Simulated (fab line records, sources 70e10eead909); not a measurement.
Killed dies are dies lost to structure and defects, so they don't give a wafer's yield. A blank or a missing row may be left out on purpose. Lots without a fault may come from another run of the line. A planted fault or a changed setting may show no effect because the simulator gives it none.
Chamber matching | flow nand_harc | NHARC_P_GATE_DEP_103 on pecvd-04: 3 sister chambers
The step deposits SiON, target thk 30 nm. 16 wafers are shown with their chamber, then 8 later ones without.

WAFERS WITH THEIR CHAMBER
wafer  | chamber | heater_power_w (W)
L866.1 | 2       | 852
L866.4 | 1       | 662
L866.5 | 0       | 732
L868.1 | 0       | 718
L868.3 | 2       | 889
L868.5 | 2       | 878
L869.2 | 0       | 739
L869.4 | 0       | 761
L869.5 | 2       | 912
L870.2 | 2       | 895
L870.4 | 1       | 725
L870.5 | 0       | 684
L873.2 | 1       | 765
L873.4 | 2       | 847
L873.6 | 0       | 778
L884.1 | 0       | 619

SIGNATURES (means of the wafers above)
reading        | chamber 0 | chamber 1 | chamber 2 | scatter within a chamber
heater_power_w | 718.71    | 717.33    | 878.83    | 44.4
Rule: a wafer's distance from a chamber is the root of the sum, over the readings, of the square of ((its reading less the chamber's mean) divided by the reading's scatter). The wafer belongs to the nearest chamber; if the next one is less than 2 further off, it can't be placed. The scatter: the root of (the sum of the squares of (reading less its chamber's mean) over the shown wafers, divided by (wafers less chambers)).

WAFERS WITHOUT THEIR CHAMBER
wafer  | heater_power_w (W)
L884.4 | 611
L884.5 | 753
L885.1 | 639
L885.2 | 878
L885.4 | 896
L886.2 | 735
L886.4 | 792
L886.6 | 793

WHICH CHAMBER EACH WENT THROUGH
wafer  | from the rows above          | in truth
L884.4 | can't be placed: 1 or 0      | 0
L884.5 | can't be placed: 0 or 1      | 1
L885.1 | can't be placed: 1 or 0      | 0
L885.2 | 2                            | 2
L885.4 | 2                            | 2
L886.2 | can't be placed: 0 or 1      | 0
L886.4 | can't be placed: 0 or 1 or 2 | 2
L886.6 | can't be placed: 0 or 1 or 2 | 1
Placed correctly: 2 of 8. Can't be placed from these rows: 6 (the true chamber is among the candidates in 6). Placed wrongly: 0.
